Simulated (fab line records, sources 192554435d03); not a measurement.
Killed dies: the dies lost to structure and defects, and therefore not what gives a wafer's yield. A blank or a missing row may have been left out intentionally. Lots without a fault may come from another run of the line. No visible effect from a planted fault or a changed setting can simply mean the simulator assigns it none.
Chamber matching / flow n5 finfet / 4 sister chambers for N5_FIN_SAQP_ETCH_57 on rie diel-04
The step etches SiNx in CH3F/O2, target depth 32.5 nm, time 46.4 s. 8 wafers are shown with their chamber, then 10 later ones without.

## WAFERS, EACH WITH ITS CHAMBER
wafer=L075.2; chamber=0; drypump motor current A (A)=5.5; showerhead plenum p Torr (Torr)=2.06
wafer=L083.2; chamber=2; drypump motor current A (A)=5.7; showerhead plenum p Torr (Torr)=2.05
wafer=L084.1; chamber=2; drypump motor current A (A)=5.6; showerhead plenum p Torr (Torr)=2.05
wafer=L086.1; chamber=3; drypump motor current A (A)=5.4; showerhead plenum p Torr (Torr)=2.03
wafer=L086.3; chamber=0; drypump motor current A (A)=5.5; showerhead plenum p Torr (Torr)=2.05
wafer=L086.4; chamber=1; drypump motor current A (A)=4.7; showerhead plenum p Torr (Torr)=1.98
wafer=L090.1; chamber=1; drypump motor current A (A)=4.7; showerhead plenum p Torr (Torr)=1.98
wafer=L090.2; chamber=3; drypump motor current A (A)=5.4; showerhead plenum p Torr (Torr)=2.03

## WAFERS WITH NO CHAMBER GIVEN
wafer=L090.5; drypump motor current A (A)=5.4; showerhead plenum p Torr (Torr)=2.03
wafer=L093.1; drypump motor current A (A)=5.4; showerhead plenum p Torr (Torr)=2.05
wafer=L093.4; drypump motor current A (A)=5.4; showerhead plenum p Torr (Torr)=2.03
wafer=L093.6; drypump motor current A (A)=5.4; showerhead plenum p Torr (Torr)=2.05
wafer=L096.1; drypump motor current A (A)=4.8; showerhead plenum p Torr (Torr)=1.97
wafer=L096.3; drypump motor current A (A)=5.4; showerhead plenum p Torr (Torr)=2.03
wafer=L096.5; drypump motor current A (A)=5.6; showerhead plenum p Torr (Torr)=2.04
wafer=L097.3; drypump motor current A (A)=5.4; showerhead plenum p Torr (Torr)=2.03
wafer=L097.4; drypump motor current A (A)=5.6; showerhead plenum p Torr (Torr)=2.04
wafer=L097.6; drypump motor current A (A)=5.6; showerhead plenum p Torr (Torr)=2.04

## EACH ONE'S CHAMBER
wafer=L090.5; from the rows above=3; in truth=3
wafer=L093.1; from the rows above=0; in truth=0
wafer=L093.4; from the rows above=3; in truth=3
wafer=L093.6; from the rows above=0; in truth=0
wafer=L096.1; from the rows above=1; in truth=1
wafer=L096.3; from the rows above=3; in truth=3
wafer=L096.5; from the rows above=can't be placed: 2 or 0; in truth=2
wafer=L097.3; from the rows above=3; in truth=3
wafer=L097.4; from the rows above=can't be placed: 2 or 0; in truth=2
wafer=L097.6; from the rows above=can't be placed: 2 or 0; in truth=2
Placed correctly: 7 of 10. From these rows, 3 cannot be placed; in 3 the true chamber is one of the candidates. Number placed wrongly: 0.
How it was worked out, from the rows above alone: a wafer's distance from a chamber is the root of the sum, over the readings, of the square of ((its reading less the chamber's mean) divided by the reading's scatter). If the next closest chamber is less than 2 further off than the closest, the wafer can't be placed; otherwise it belongs to the closest. The mean given for a chamber averages the wafers shown for that chamber. The scatter: take each reading less its chamber's mean, square it, sum over the shown wafers, divide by the number of wafers less the number of chambers, and take the root.
